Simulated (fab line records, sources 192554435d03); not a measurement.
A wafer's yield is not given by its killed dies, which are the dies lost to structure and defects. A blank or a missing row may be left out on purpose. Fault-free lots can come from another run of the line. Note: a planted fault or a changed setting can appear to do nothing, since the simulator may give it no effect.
fab line records    flow n5_finfet
record: lots: 5  wafers: 15  last_day: 17
route steps=1938 shown TV_LITHO@1878 TV_OPEN@1887 PASSIVATION@1936
lots that met no fault: taken from a fault-free run of the same line
start_h: hours from the record's first day to the start of the lot's first wafer shown    wait_h: hours since the lot's step before    " same as the row above    L1.1+2: one row covering several wafers at once    - no value, or no start was given    * or withheld: withheld    < > ~ a bound
route shown NAME@n: NAME is a module with steps in the file, n the number in the route of the first one    usual: mean/standard deviation taken from wafers without a fault    same: alike in all rows    chamber/n: place in a boat    sites: the reading at each site    _std_site: standard deviation across them    _edge_site: inner sites' mean taken away from outer sites' mean    radius_mm: for every site, how far away it sits from the centre of the wafer    mask NAME#n: copy n    behind: tool/chamber where the wafer was last shaped    hold: the reason the lot was held/the length of the hold in hours/how it ended    device: which transistor (n, p or np) failed to switch    end of line: the route-end tests of the same wafers    for a step that has no rows: nothing shown but its recipe    killed: dies that structure and defects cost at the first sort, which is not the same as the wafer's yield    map: a wafer's dies, x killed, . not, _ none there
set.NAME: the setting that was run; set.NAME@STEP: the one run at that earlier step    model.NAME: the simulator's own value behind a step, which no gauge read
a table for each step, a row for each wafer; lots at some steps of the route
services: a tool's chamber out of use, with start hour (start_h, from the record's first day; less than 0 if before it), hours out, and reason
== steps ==
step: N5_PASSIVATION_SOFTBAKE_05
recipe: temp_c: 100  time_s: 90
step: N5_PASSIVATION_EXPOSE_07
recipe: mask_id: TV  na: 0.55  source_shape: conventional  sigma_outer: 0.8  polarization: unpolarized  defocus_nm: 0  target_cd_nm: 3000  dose_mj: 22.75
step: N5_PASSIVATION_PEB_08
recipe: peb_temp_c: withheld  peb_time_s: *
step: N5_PASSIVATION_DEVELOP_09
recipe: develop_time_s: 60  rinse_liquid: diw  dry: air_spin  dev_temp_c: 21
step: N5_PASSIVATION_HARDBAKE_11
recipe: temp_c: 130  time_s: 120
step: N5_PASSIVATION_CD_MEAS_10
recipe: target_cd_nm: 3000  landing_energy_ev: 500  detector: se_inlens
usual: cd_nm: 2999.7/2.1
lot.wafer  tool       chamber  start_h  wait_h  cd_nm
L900.1     cd_sem-03  0        294.68   -       2999.7
L900.5     "          0        "        "       2997.9
L900.6     "          0        "        "       2999.9
L902.2     cd_sem-02  0        321.93   -       3001.7
L902.5     "          0        "        "       2999.7
L902.6     "          0        "        "       3000.1
L906.1     cd_sem-03  0        343.04   -       2998.8
L906.3     "          0        "        "       2996.7
L906.4     "          0        "        "       2999.5
L913.1     cd_sem-03  0        385.25   -       3000.7
L913.2     "          0        "        "       3000.1
L913.6     "          0        "        "       3000.2
L918.1     cd_sem-01  0        406.44   -       3001.4
L918.3     "          0        "        "       3003.7
L918.5     "          0        "        "       3001.3
step: N5_PASSIVATION_OVL_MEAS_60
recipe: points_per_wafer: 44
usual: TV_OVL: -3/5.1
lot.wafer  tool        chamber  start_h  wait_h  TV_OVL[nm]
L900.1     overlay-01  0        294.71   0.0     -2
L900.5     "           0        "        "       -4
L900.6     "           0        "        "       -5
L902.2     overlay-01  0        321.96   0.0     -9
L902.5     "           0        "        "       -9
L902.6     "           0        "        "       -7
L906.1     overlay-02  0        343.07   0.0     -3
L906.3     "           0        "        "       -5
L906.4     "           0        "        "       4
L913.1     overlay-02  0        385.28   0.0     -3
L913.2     "           0        "        "       -12
L913.6     "           0        "        "       -9
L918.1     overlay-01  0        406.47   0.0     2
L918.3     "           0        "        "       1
L918.5     "           0        "        "       -2
step: N5_PASSIVATION_INSPECT_61
recipe: mode: adi  inspect_instrument: macro
usual: raw_defect_count: 2.1/1.5
lot.wafer  tool               chamber  start_h  wait_h  raw_defect_count
L900.1     defect_inspect-02  -        294.74   0.0     5
L900.5     "                  -        "        "       1
L900.6     "                  -        "        "       1
L902.2     defect_inspect-01  -        321.98   0.0     1
L902.5     "                  -        "        "       0
L902.6     "                  -        "        "       4
L906.1     defect_inspect-01  -        343.09   0.0     6
L906.3     "                  -        "        "       3
L906.4     "                  -        "        "       1
L913.1     defect_inspect-01  -        385.30   0.0     2
L913.2     "                  -        "        "       2
L913.6     "                  -        "        "       2
L918.1     defect_inspect-01  -        406.50   0.0     2
L918.3     "                  -        "        "       2
L918.5     "                  -        "        "       1
step: N5_PASSIVATION_DESCUM_12
recipe: chemistry: O2  time_s: 7.9  source_power_w: 50  bias_power_w: 20  pressure_mtorr: 20  rf_frequency_hz: 2.712e+07  temp_c: 40  o2_flow_sccm: 225
usual: drypump_motor_current_A: 5.7/0.41  oes_product_au: 0.80/0.093  rf_vpp_V: 243.3/1.4  showerhead_plenum_p_Torr: 2.10/0.076  throttle_valve_pct: 20.38/0.18
lot.wafer  tool         chamber  start_h  wait_h  drypump_motor_current_A  oes_product_au  rf_hours_counter_h  rf_vpp_V  showerhead_plenum_p_Torr  throttle_valve_pct
L900.1     rie_diel-02  2        294.89   0.2     6.2                      0.91            28                  243.1     2.13                      20.24
L900.5     "            3        "        "       5.5                      0.81            -                   242.9     2.11                      20.36
L900.6     "            0        "        "       6.5                      0.85            -                   242.7     2.14                      20.48
L902.2     rie_diel-06  3        322.02   0.0     5.2                      0.92            31                  245.9     2.23                      20.55
L902.5     "            2        "        "       5.9                      1.01            -                   244.0     2.05                      20.14
L902.6     "            3        "        "       5.2                      0.92            -                   246.4     2.23                      20.55
L906.1     rie_diel-06  2        343.28   0.2     5.9                      0.95            7                   244.1     2.05                      20.15
L906.3     "            3        "        "       5.2                      0.89            37                  243.9     2.22                      20.55
L906.4     "            1        "        "       6.0                      0.80            106                 241.1     2.02                      20.05
L913.1     rie_diel-02  0        385.54   0.2     6.5                      0.81            77                  243.9     2.13                      20.55
L913.2     "            2        "        "       6.1                      0.87            56                  243.9     2.12                      20.30
L913.6     "            3        "        "       5.6                      0.78            -                   243.9     2.10                      20.39
L918.1     rie_diel-05  0        406.58   0.1     5.1                      0.89            41                  243.9     2.14                      20.52
L918.3     "            3        "        "       5.7                      0.90            30                  243.7     2.13                      20.26
L918.5     "            1        "        "       5.8                      0.71            -                   243.5     2.14                      20.25
step: N5_PASSIVATION_PASS_ETCH_74
recipe: chemistry: CF4/O2  target: SiNx  target_depth_a: 2200  time_s: 110  ion_energy_ev: 100  pressure_mtorr: 40  source_w: 535  bias_w: 49  Ar_flow_sccm: 100  cf4_flow_sccm: 100  O2_flow_sccm: 10
usual: bias_w: 48.99/0.15  drypump_motor_current_A: 5.7/0.41  oes_product_au: 0.81/0.093  rf_vpp_V: 238/4.9  showerhead_plenum_p_Torr: 2.21/0.07  throttle_valve_pct: 15.98/0.18
lot.wafer  tool         chamber  start_h  wait_h  bias_w  drypump_motor_current_A  oes_product_au  rf_hours_counter_h  rf_vpp_V  showerhead_plenum_p_Torr  throttle_valve_pct
L900.1     rie_diel-02  2        294.96   0.0     49.10   6.1                      0.92            29                  241       2.25                      15.84
L900.5     "            3        "        "       48.93   5.6                      0.80            -                   232       2.23                      15.91
L900.6     "            0        "        "       48.95   6.5                      0.87            -                   234       2.24                      15.91
L902.2     rie_diel-06  3        322.08   0.0     49.05   5.2                      0.91            31                  248       2.34                      16.08
L902.5     "            2        "        "       48.88   5.9                      1.02            -                   240       2.18                      15.74
L902.6     "            3        "        "       48.88   5.2                      0.93            -                   248       2.34                      16.08
L906.1     rie_diel-06  2        343.34   0.0     48.80   5.9                      0.98            7                   241       2.17                      15.75
L906.3     "            3        "        "       49.09   5.3                      0.91            37                  249       2.34                      16.10
L906.4     "            1        "        "       49.14   6.0                      0.82            106                 238       2.14                      15.73
L913.1     rie_diel-02  0        385.61   0.0     48.80   6.5                      0.83            77                  235       2.23                      15.95
L913.2     "            2        "        "       48.78   6.2                      0.87            56                  241       2.24                      15.88
L913.6     "            3        "        "       48.98   5.6                      0.78            -                   231       2.22                      15.98
L918.1     rie_diel-05  0        406.65   0.0     48.92   5.1                      0.87            41                  243       2.25                      15.99
L918.3     "            3        "        "       49.20   5.7                      0.91            30                  235       2.24                      15.78
L918.5     "            1        "        "       49.02   5.8                      0.72            -                   238       2.26                      15.90
step: N5_PASSIVATION_VIA_ETCH_13
recipe: chemistry: CHF3/O2  target: SiO2  target_depth_a: 6600  CHF3_flow_sccm: 50  O2_flow_sccm: 5  Ar_flow_sccm: 200  time_s: 330  mask_material: PR  pressure_mtorr: 30  source_w: 650  bias_w: 170  ion_energy_ev: 200  ends: cleared
usual: bias_w: 170.0/0.55  drypump_motor_current_A: 5.7/0.41  etch_rf_on_time_s: 235/4.8  oes_product_au: 0.73/0.083  rf_vpp_V: 517/10  showerhead_plenum_p_Torr: 2.42/0.083  throttle_valve_pct: 18.86/0.16
lot.wafer  tool         chamber  start_h  wait_h  bias_w  drypump_motor_current_A  etch_rf_on_time_s  oes_product_au  rf_hours_counter_h  rf_vpp_V  showerhead_plenum_p_Torr  throttle_valve_pct
L900.1     rie_diel-02  2        295.05   0.0     169.9   6.1                      235                0.82            29                  524       2.47                      18.83
L900.5     "            3        "        "       170.0   5.6                      244                0.72            -                   503       2.44                      18.90
L900.6     "            0        "        "       169.6   6.5                      233                0.78            -                   510       2.45                      18.82
L902.2     rie_diel-06  3        322.17   0.0     169.8   5.2                      225                0.83            31                  538       2.55                      18.96
L902.5     "            2        "        "       170.2   5.9                      227                0.90            -                   522       2.39                      18.74
L902.6     "            3        "        "       169.5   5.2                      231                0.83            -                   538       2.55                      18.94
L906.1     rie_diel-06  2        343.43   0.0     169.5   5.9                      227                0.88            7                   523       2.39                      18.75
L906.3     "            3        "        "       169.8   5.3                      231                0.83            37                  538       2.55                      18.98
L906.4     "            1        "        "       169.9   6.0                      241                0.74            106                 521       2.32                      18.48
L913.1     rie_diel-02  0        385.70   0.0     170.0   6.5                      226                0.75            77                  509       2.43                      18.87
L913.2     "            2        "        "       170.5   6.2                      229                0.79            56                  525       2.46                      18.88
L913.6     "            3        "        "       170.6   5.6                      239                0.70            -                   504       2.43                      18.94
L918.1     rie_diel-05  0        406.74   0.0     170.1   5.1                      227                0.79            41                  533       2.46                      18.93
L918.3     "            3        "        "       169.2   5.7                      233                0.81            30                  511       2.46                      18.73
L918.5     "            1        "        "       169.5   5.8                      236                0.65            -                   520       2.49                      18.83
step: N5_PASSIVATION_STRIP_14
recipe: chemistry: O2  power_w: 600  temp_c: 60  pressure_mtorr: 30  rf_frequency_hz: 6e+07  bias_power_w: 0  overash_fraction: 0.5  o2_flow_sccm: 225
usual: drypump_motor_current_A: 5.7/0.41  oes_product_au: 0.80/0.092  rf_vpp_V: 3.9/0.96  showerhead_plenum_p_Torr: 2.10/0.076  throttle_valve_pct: 16.63/0.18
lot.wafer  tool         chamber  start_h  wait_h  drypump_motor_current_A  oes_product_au  rf_hours_counter_h  rf_vpp_V  showerhead_plenum_p_Torr  throttle_valve_pct
L900.1     rie_diel-02  2        295.24   0.1     6.1                      0.91            29                  3.1       2.13                      16.47
L900.5     "            3        "        "       5.6                      0.78            -                   2.9       2.11                      16.56
L900.6     "            0        "        "       6.5                      0.84            -                   4.3       2.14                      16.69
L902.2     rie_diel-06  3        322.37   0.1     5.2                      0.91            31                  2.8       2.23                      16.78
L902.5     "            2        "        "       5.9                      1.02            -                   4.7       2.05                      16.34
L902.6     "            3        "        "       5.3                      0.91            -                   4.1       2.23                      16.78
L906.1     rie_diel-06  2        343.63   0.1     5.9                      0.97            7                   4.2       2.05                      16.37
L906.3     "            3        "        "       5.2                      0.90            37                  2.6       2.23                      16.76
L906.4     "            1        "        "       6.0                      0.81            107                 3.6       2.02                      16.34
L913.1     rie_diel-02  0        385.90   0.1     6.5                      0.82            77                  2.7       2.13                      16.76
L913.2     "            2        "        "       6.2                      0.86            56                  2.3       2.12                      16.51
L913.6     "            3        "        "       5.6                      0.80            -                   3.2       2.10                      16.64
L918.1     rie_diel-05  0        406.94   0.1     5.1                      0.87            41                  4.6       2.14                      16.69
L918.3     "            3        "        "       5.7                      0.90            30                  4.6       2.14                      16.45
L918.5     "            1        "        "       5.7                      0.71            -                   3.2       2.15                      16.54
step: N5_PASSIVATION_ETCH_15
recipe: chemistry: CF4/N2  target: SiCN  target_depth_a: 750  taper_deg: 2  time_s: 81.2  ion_energy_ev: 150  mask_material: SiNx  pressure_mtorr: 40  source_w: 430  bias_w: 70  Ar_flow_sccm: 100  cf4_flow_sccm: 60  n2_flow_sccm: 60
usual: bias_w: 70.00/0.21  drypump_motor_current_A: 5.7/0.41  oes_product_au: 0.81/0.093  rf_vpp_V: 382.4/2  showerhead_plenum_p_Torr: 2.21/0.073  throttle_valve_pct: 15.42/0.18
lot.wafer  tool         chamber  start_h  wait_h  bias_w  drypump_motor_current_A  oes_product_au  rf_hours_counter_h  rf_vpp_V  showerhead_plenum_p_Torr  throttle_valve_pct  model.etch.depth_nm
L900.1     rie_diel-02  2        295.28   -       70.22   6.2                      0.91            29                  383.4     2.25                      15.25               65.09
L900.5     "            3        "        "       70.21   5.5                      0.81            -                   383.5     2.23                      15.37               65.36
L900.6     "            0        "        "       70.32   6.5                      0.86            -                   383.8     2.24                      15.36               67.66
L902.2     rie_diel-06  3        322.41   -       70.05   5.3                      0.93            31                  386.1     2.34                      15.54               66.26
L902.5     "            2        "        "       69.86   5.9                      1.00            -                   379.7     2.18                      15.19               67.67
L902.6     "            3        "        "       70.12   5.3                      0.93            -                   387.0     2.34                      15.51               66.49
L906.1     rie_diel-06  2        343.67   -       70.59   5.9                      0.96            7                   381.5     2.18                      15.22               67.51
L906.3     "            3        "        "       69.75   5.3                      0.92            37                  385.8     2.34                      15.54               66.11
L906.4     "            1        "        "       70.10   6.1                      0.82            107                 382.2     2.13                      15.13               66.86
L913.1     rie_diel-02  0        385.94   -       75.66   6.5                      0.84            77                  401.8     2.23                      15.41               68.1
L913.2     "            2        "        "       69.88   6.1                      0.86            56                  382.6     2.24                      15.33               65.15
L913.6     "            3        "        "       69.71   5.5                      0.78            -                   383.3     2.22                      15.42               65.21
L918.1     rie_diel-05  0        406.98   -       70.14   5.1                      0.88            41                  383.1     2.25                      15.43               67.15
L918.3     "            3        "        "       69.73   5.7                      0.91            30                  384.0     2.24                      15.21               66.71
L918.5     "            1        "        "       70.34   5.7                      0.73            -                   382.7     2.27                      15.38               66.11
step: N5_PASSIVATION_STRIP_73
recipe: chemistry: post_etch_residue_remover  time_s: 60  temp_c: 25  remover_ph: withheld  remover_water_wt_pct: withheld  remover_fluoride_wt_pct: withheld
step: N5_PASSIVATION_PROBE_49
usual: defect_limited_yield: 91.7/1.2  killed_at_M0_to_M3: 33/9.5  killed_at_M4_up: 13/4.9  killed_at_contacts: 13/6.6  killed_at_front_end: 36/11  killed_at_other: 3.0/2.6  killed_dies: 97/14  killed_open: 65/11  killed_short: 31/6.6  sort_bin_5_function: 4.8/0.82  sort_bin_6_memory: 3.1/0.58  sort_bin_8_speed: 0.00/0.02  sort_n_pass: 1083/14  sort_yield_pct: 91.7/1.2
same: gross_dies: 1180  killed_at_back_side: 0  sort_bin_4_leakage[%]: 0
lot.wafer  tool       chamber  start_h  wait_h  defect_limited_yield[%]  killed_at_M0_to_M3  killed_at_M4_up  killed_at_contacts  killed_at_front_end  killed_at_other  killed_dies  killed_open  killed_short  sort_bin_5_function[%]  sort_bin_6_memory[%]  sort_bin_8_speed[%]  sort_n_pass  sort_yield_pct[%]
L900.1     prober-02  -        302.31   0.0     92.8                     33                  13               11                  24                   4                85           50           35            4.3                     2.7                   0                    1095         92.8
L900.5     prober-02  -        302.51   0.2     92.7                     19                  14               17                  36                   0                86           64           22            3.7                     3.2                   0                    1094         92.7
L900.6     prober-02  -        302.56   0.3     89.0                     33                  21               14                  61                   1                130          95           33            6.4                     4.1                   0                    1050         89.0
L902.2     prober-01  -        329.21   0.1     92.5                     38                  11               5                   34                   0                88           60           28            4.9                     2.5                   0                    1092         92.5
L902.5     prober-01  -        329.36   0.2     91.8                     34                  10               16                  36                   1                97           63           31            5.3                     2.5                   0                    1083         91.8
L902.6     prober-01  -        329.41   0.3     89.7                     51                  8                24                  32                   7                122          87           34            5.9                     4.2                   0                    1058         89.7
L913.2     prober-01  -        392.03   0.1     92.8                     22                  11               12                  38                   2                85           46           34            3.8                     3.1                   0                    1095         92.8
L913.6     prober-01  -        392.23   0.3     91.2                     41                  11               10                  41                   1                104          68           31            5.5                     3.1                   0.17                 1074         91.0
killed by level:class
L900.1 BEOL_M3:geometric_particle:open=9 MOL_CONTACT_COAG:geometric_particle:open=7 BEOL_M4:geometric_particle:open=7 BEOL_M0_SAQP:geometric_particle:short=6 STI_FIN_REVEAL:geometric_particle:open=5 BEOL_M2:geometric_particle:open=5 STARTING-WAFER:geometric_particle:short=5 FIN_SAQP:geometric_particle:short=4
L900.5 MOL_CONTACT_COAG:geometric_particle:open=16 STI_FIN_REVEAL:geometric_particle:open=15 BEOL_M3:geometric_particle:open=6 FIN_SAQP:geometric_particle:open=4 BEOL_M0:geometric_particle:open=3 ILD0:geometric_particle:short=3 BEOL_M5:geometric_particle:short=3 BEOL_M8:geometric_particle:open=3
L900.6 STI_FIN_REVEAL:geometric_particle:open=33 MOL_CONTACT_COAG:geometric_particle:open=14 BEOL_M2:geometric_particle:open=11 BEOL_M4:geometric_particle:open=8 FIN_SAQP:geometric_particle:open=6 STI_FIN_REVEAL:geometric_particle:short=6 BEOL_M0_SAQP:geometric_particle:short=6 BEOL_M5:geometric_particle:open=6
L902.2 BEOL_M0_SAQP:geometric_particle:open=9 BEOL_M0_SAQP:geometric_particle:short=8 BEOL_M1:geometric_particle:open=7 FIN_SAQP:geometric_particle:short=6 FIN_SAQP:geometric_particle:open=5 GATE_CUT:geometric_particle:open=5 BEOL_M3:geometric_particle:open=5 BEOL_M4:geometric_particle:open=5
L902.5 FIN_SAQP:geometric_particle:open=18 MOL_CONTACT_COAG:geometric_particle:open=14 BEOL_M3:geometric_particle:open=12 FIN_SAQP:geometric_particle:short=11 BEOL_M0_SAQP:geometric_particle:short=9 BEOL_M4:geometric_particle:open=4 BEOL_M2:geometric_particle:open=3 MOL_CONTACT_COAG:geometric_particle:short=2
L902.6 MOL_CONTACT_COAG:geometric_particle:open=19 FIN_SAQP:geometric_particle:open=14 BEOL_M0_SAQP:geometric_particle:open=11 BEOL_M2:geometric_particle:open=10 BEOL_M3:geometric_particle:open=10 BEOL_M1:geometric_particle:open=9 MOL_CONTACT_COAG:geometric_particle:short=5 BEOL_M0_SAQP:geometric_particle:short=5
L913.2 BEOL_M0_SAQP:geometric_particle:short=11 MOL_CONTACT_COAG:geometric_particle:open=10 GATE_CUT:geometric_particle:open=6 FIN_SAQP:geometric_particle:short=5 GATE_CUT:geometric_particle:short=4 BEOL_M0_SAQP:geometric_particle:open=4 BEOL_M4:geometric_particle:open=4 FIN_SAQP:geometric_particle:open=3
L913.6 BEOL_M0_SAQP:geometric_particle:short=13 BEOL_M0_SAQP:geometric_particle:open=9 MOL_CONTACT_COAG:geometric_particle:open=8 BEOL_M2:geometric_particle:open=8 STI_FIN_REVEAL:geometric_particle:open=7 DUMMY_GATE:geometric_particle:open=7 FIN_SAQP:geometric_particle:open=6 BEOL_M0:geometric_particle:open=6
== services ==
tool         chamber  start_h  hours  kind
rie_diel-05  3        275.11   -      clean
rie_diel-05  3        275.11   -      consumable_replace:focus_ring
rie_diel-05  3        275.11   23.4   scheduled_down
rie_diel-05  3        275.11   23.4   vent_cycle
rie_diel-06  2        292.53   -      clean
rie_diel-06  2        292.53   -      consumable_replace:esc
rie_diel-06  2        292.53   -      consumable_replace:focus_ring
rie_diel-06  2        292.53   28.4   scheduled_down
rie_diel-06  2        292.53   28.4   vent_cycle
rie_diel-05  -        302.74   0.3    repair
rie_diel-06  0        364.88   7.3    repair
rie_diel-06  1        374.02   1.3    repair
rie_diel-02  1        396.13   -      clean
rie_diel-02  1        396.13   -      consumable_replace:focus_ring
rie_diel-02  1        396.13   19.8   scheduled_down
rie_diel-02  1        396.13   19.8   vent_cycle
== key ==
first_sign: step: N5_PASSIVATION_ETCH_15  reading: bias_w  direction: up  sigmas: 27  usual: *  struck: *
effect: step: N5_PASSIVATION_ETCH_15  reading: rf_vpp_V  direction: up  sigmas: 9.5  usual: 382.4  struck: 401.8
model_effect: step: N5_PASSIVATION_ETCH_15  value: etch.depth_nm  without: 66.22  struck: 68.1
met_at N5_PASSIVATION_ETCH_15
struck_wafers L913.1
onset_between 295.28 385.94
fault: kind: process_parameter_drift  tool: rie_diel-02  chamber: 0  onset_h: 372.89  steps: N5_PASSIVATION_ETCH_15  channel: bias_w  offset: *  shape: step  end_h: 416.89  acts_in: *  stated: *
